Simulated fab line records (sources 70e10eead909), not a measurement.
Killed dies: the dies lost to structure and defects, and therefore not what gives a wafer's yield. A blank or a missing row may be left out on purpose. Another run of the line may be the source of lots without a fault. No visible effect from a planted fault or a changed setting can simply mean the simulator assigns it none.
Which tool did it? :: flow nand_harc :: 13 lots (38 wafers sampled), 1 step of a 1302-step route

## WHAT EACH GAUGE READ, for each wafer
NHARC_A_CHANNEL_HOLE_D2_CD_MEAS_10 targets a cd of 100 nm.
lot: L528
measured: day 13 03:10
on: cd_sem-03
cd_nm (nm): 99.4 99.8 98.6

lot: L529
measured: day 13 23:01
on: cd_sem-03
cd_nm (nm): 100.1 99.3 100.2

lot: L530
measured: day 14 13:13
on: cd_sem-01
cd_nm (nm): 100.4 99.9 100.5

lot: L532
measured: day 14 21:41
on: cd_sem-03
cd_nm (nm): 99.6 100.9 99.8

lot: L534
measured: day 15 20:46
on: cd_sem-01
cd_nm (nm): 99.3 99.8 99.9

lot: L535
measured: day 16 13:38
on: cd_sem-01
cd_nm (nm): 99.9 99.9

lot: L537
measured: day 16 22:39
on: cd_sem-03
cd_nm (nm): 100.2 100.2 100.8

lot: L541
measured: day 19 01:36
on: cd_sem-02
cd_nm (nm): 100.0 101.1 100.1

lot: L543
measured: day 19 23:47
on: cd_sem-02
cd_nm (nm): 100.3 99.5 99.9

lot: L544
measured: day 20 17:05
on: cd_sem-01
cd_nm (nm): 101.2 100.7 101.2

lot: L545
measured: day 20 17:38
on: cd_sem-01
cd_nm (nm): 98.9 99.6 99.1

lot: L546
measured: day 21 06:52
on: cd_sem-02
cd_nm (nm): 100.1 100.4 101.4

lot: L549
measured: day 21 20:17
on: cd_sem-03
cd_nm (nm): 100.6 100.2 100.3

## EACH LOT AND THE TOOL THAT RAN IT (in order: tool; ch and the chambers of the sampled wafers; start)
Before these readings, the record contains no process step.

## AS READ BY THE TOOLS THEMSELVES (means over the sampled wafers that have a number; for cases with no such wafer, the mark the record gives instead)
The record holds no such reading with a usual standard deviation.

## THE ANSWER, worked out from the rows above alone
Rule: the lots themselves supply what counts as usual. Put in order of their means at a reading, lots are off if they are a third of the lots or fewer, leave a main group of 4 or more, and stand apart from it by a gap of 3 or more times the standard deviation of the main group's means; of several such gaps the widest counts. Not used: any main group whose means are identical at the precision the tables above print for the reading. Also off: a lot with no number at a reading for which 4 or more lots have one. Any other lot the step has rows for is counted as sound. The gauges are gone through in route order, then the tools' own readings, and for those a lot's mean is taken as printed above. The first step at which some lot is off is used, and at that step the reading that is off furthest; a lot without a number counts as furthest.
Across all readings shown, no lot is off: no conclusion can be drawn from this.

## WHAT HAD BEEN PUT IN BY THE SIMULATOR
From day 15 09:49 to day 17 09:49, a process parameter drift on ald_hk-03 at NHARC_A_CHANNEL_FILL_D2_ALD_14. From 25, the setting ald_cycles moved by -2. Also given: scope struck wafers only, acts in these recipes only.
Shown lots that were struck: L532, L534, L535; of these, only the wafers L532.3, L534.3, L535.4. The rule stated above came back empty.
